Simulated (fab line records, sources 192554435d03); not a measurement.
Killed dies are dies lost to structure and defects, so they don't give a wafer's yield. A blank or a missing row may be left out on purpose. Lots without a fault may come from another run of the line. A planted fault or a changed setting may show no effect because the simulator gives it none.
A struck lot beside a sound one | flow n5_finfet | 15 steps out of a route of 1938
Sound: wafers L331.4, L331.5, L331.6. Struck: wafers L337.1, L337.2, L337.6. The cause comes at the end.
At each step with rows: each side's tool, then ch and its chambers, then its first start. Under that, the readings that differ: sound wafers | struck wafers | difference of the means | sigmas: that difference in standard deviations of wafers without a fault.
alike: readings whose means differ by less than 2 such deviations, and words and numbers that are the same on both sides. not compared: withheld readings, readings that some wafer has no value for, bounds like >300 that may hide the same value, and numbers for which the record gives no deviation and whose values overlap.
The two part at a step that has a row with sigmas, a row that says differs or no value, or rows on one side only. Numbers that don't overlap but have no deviation are shown without sigmas and don't part them. A reading that every wafer of one side lacks parts them only if that side has two wafers or more.

first, 1 step without rows for these wafers: N5_BEOL_M4_DEVELOP_27 (develop time 30 s).
N5_BEOL_M4_CD_MEAS_28: target cd 26.2 nm, target cd y 24.1 nm.
  sound on cd_sem-03 ch 0, day 8 17:21; struck on cd_sem-03 ch 0, day 10 12:46
  alike: cd_nm
N5_BEOL_M4_OVL_MEAS_29:
  sound on overlay-02 ch 0, day 8 17:24; struck on overlay-01 ch 0, day 10 12:47
  alike: V3_OVL
N5_BEOL_M4_INSPECT_30: inspects for defects (brightfield).
  sound on defect_inspect-02, day 8 17:26; struck on defect_inspect-01, day 10 12:51
  alike: raw_defect_count
then, 1 step without rows for these wafers: N5_BEOL_M4_DESCUM_33 (chemistry O2, time 7 s).
N5_BEOL_M4_ETCH_77: etches underlayer in N2/H2, target depth 6.5 nm, time 5.2 s.
  sound on rie_diel-01 ch 1,2, day 8 17:31; struck on rie_diel-04 ch 0,1, day 10 13:12
  alike: bias_w, chamber_pressure_mTorr, drypump_motor_current_A, etch_rf_on_time_s, oes_product_au, rf_vpp_V, showerhead_plenum_p_Torr, throttle_valve_pct
  not compared: rf_hours_counter_h
N5_BEOL_M4_ETCH_69: etches SiARC in CF4, target depth 15.6 nm, time 26 s.
  sound on rie_diel-01 ch 1,2, day 8 17:32; struck on rie_diel-04 ch 0,1, day 10 13:13
  alike: bias_w, cf4_flow_sccm, drypump_motor_current_A, etch_rf_on_time_s, oes_product_au, rf_vpp_V, showerhead_plenum_p_Torr, throttle_valve_pct
  not compared: rf_hours_counter_h
N5_BEOL_M4_ALD_98: deposits SiO2, target thk 2.5 nm, pulse time 1 s, co reactant pulse time 1 s.
  sound on ald_sin-02 ch 1,2,3, day 8 17:37; struck on ald_sin-03 ch 1,2, day 10 13:18
  reading                      | sound             | struck            | difference | sigmas
  chamber_pressure_Torr (Torr) | 2.005 2.004 1.997 | 1.994 1.990 1.990 | -0.011     | -3
  alike: heater_power_w, precursor_pulse_height_rel
N5_BEOL_M4_ETCHBACK_99: etches SiO2 in CHF3, target depth 5 nm, time 10.4 s.
  sound on rie_diel-01 ch 0,1,3, day 8 18:12; struck on rie_diel-06 ch 0,1,2, day 10 16:07
  alike: drypump_motor_current_A, oes_product_au, rf_vpp_V, showerhead_plenum_p_Torr, throttle_valve_pct
  not compared: rf_hours_counter_h
N5_BEOL_M4_ETCH_70: etches SOC in N2/H2, target depth 80 nm, overetch 24 nm, time 130 s.
  sound on rie_diel-01 ch 0,1,3, day 8 18:14; struck on rie_diel-06 ch 0,1,2, day 10 16:08
  alike: bias_w, chamber_pressure_mTorr, drypump_motor_current_A, oes_product_au, rf_vpp_V, showerhead_plenum_p_Torr, throttle_valve_pct
  not compared: rf_hours_counter_h
then, 2 steps without rows for these wafers: N5_BEOL_M4_STRIP_71 (strips in N2/H2); N5_BEOL_M4_STRIP_78 (strips in N2/H2).
N5_BEOL_M4_VIA_ETCH_34: etches the open film in C4F6/O2, target depth 69.4 nm, time 65.9 s.
  sound on rie_diel-01 ch 0,1,3, day 8 18:20; struck on rie_diel-06 ch 0,1,2, day 10 16:15
  no value came back on the struck wafers for any of 7 readings (C4F6_flow_sccm (sccm), O2_flow_sccm (sccm) and others); on the sound wafers C4F6_flow_sccm (sccm) reads 9.987 10.054 10.017
  reading                                    | sound        | struck         | difference | sigmas
  model.SOC_of_BEOL_M4_COAT_67.thk_nm (nm)   | 52 51.8 52.2 | 60.2 60.2 60.4 | +8.3       |
  model.SiARC_of_BEOL_M4_COAT_68.thk_nm (nm) | 0 0 0        | 5.8 6 5.8      | +5.9       |
  model.SiO2_of_BEOL_M4_ALD_98.thk_nm (nm)   | 0 0 0        | 2.4 2.4 2.4    | +2.4       |
  not compared: rf_hours_counter_h
then, 1 step without rows for these wafers: N5_BEOL_M4_STRIP_83 (strips in C4F6/O2).
N5_BEOL_M4_RC_MEAS_101:
  the record has rows for the sound wafers here (prober-01 ch 0, day 8 23:05) and none for the struck ones

WHERE THEY PART
First at N5_BEOL_M4_ALD_98; last, within this record, at N5_BEOL_M4_RC_MEAS_101.

WHY: what the simulator had put in
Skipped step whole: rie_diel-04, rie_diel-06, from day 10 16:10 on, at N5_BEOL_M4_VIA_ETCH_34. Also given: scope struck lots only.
